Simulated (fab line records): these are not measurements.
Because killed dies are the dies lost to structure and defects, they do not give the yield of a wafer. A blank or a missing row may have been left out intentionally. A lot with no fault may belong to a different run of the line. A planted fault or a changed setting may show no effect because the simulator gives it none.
Matching of chambers :: flow n5-finfet :: N5_BEOL_M8_ETCH_61 on rie-diel-04 has 4 sister chambers
The step etches SiARC in CF4, target depth 45.5 nm, time 75.8 s. 4 wafers are shown with their chamber, then 10 later ones without.

WAFERS WITH THEIR CHAMBER
wafer: L076.6
chamber: 1
drypump-motor-current-A (A): 5.4

wafer: L085.3
chamber: 0
drypump-motor-current-A (A): 6.2

wafer: L086.1
chamber: 2
drypump-motor-current-A (A): 6.4

wafer: L086.2
chamber: 3
drypump-motor-current-A (A): 5.6

WAFERS MISSING THEIR CHAMBER
wafer: L086.4
drypump-motor-current-A (A): 5.4

wafer: L087.2
drypump-motor-current-A (A): 5.4

wafer: L087.3
drypump-motor-current-A (A): 5.6

wafer: L087.6
drypump-motor-current-A (A): 5.6

wafer: L091.1
drypump-motor-current-A (A): 5.7

wafer: L091.3
drypump-motor-current-A (A): 5.4

wafer: L091.4
drypump-motor-current-A (A): 5.4

wafer: L096.2
drypump-motor-current-A (A): 5.4

wafer: L096.3
drypump-motor-current-A (A): 6.2

wafer: L096.4
drypump-motor-current-A (A): 6.1

WHICH CHAMBER EACH ONE RAN IN
wafer: L086.4
from the rows above: 1
in truth: 1

wafer: L087.2
from the rows above: 1
in truth: 1

wafer: L087.3
from the rows above: 3
in truth: 3

wafer: L087.6
from the rows above: 3
in truth: 3

wafer: L091.1
from the rows above: 3
in truth: 3

wafer: L091.3
from the rows above: 1
in truth: 1

wafer: L091.4
from the rows above: 1
in truth: 1

wafer: L096.2
from the rows above: 1
in truth: 1

wafer: L096.3
from the rows above: 0
in truth: 0

wafer: L096.4
from the rows above: 0
in truth: 0
Placed correctly: 10 of 10. Can't be placed from these rows: 0. 0 placed wrongly.
How it was worked out, from the rows above alone: a wafer's distance from a chamber is the root of the sum, over the readings, of the square of ((its reading less the chamber's mean) divided by the reading's scatter). If the next closest chamber is less than 2 further off than the closest, the wafer can't be placed; otherwise it belongs to the closest. A chamber's mean is the mean of its shown wafers. The scatter (one wafer shown for each chamber): square how far every hidden wafer sits from the nearest shown wafer, average those squares and take the square root.
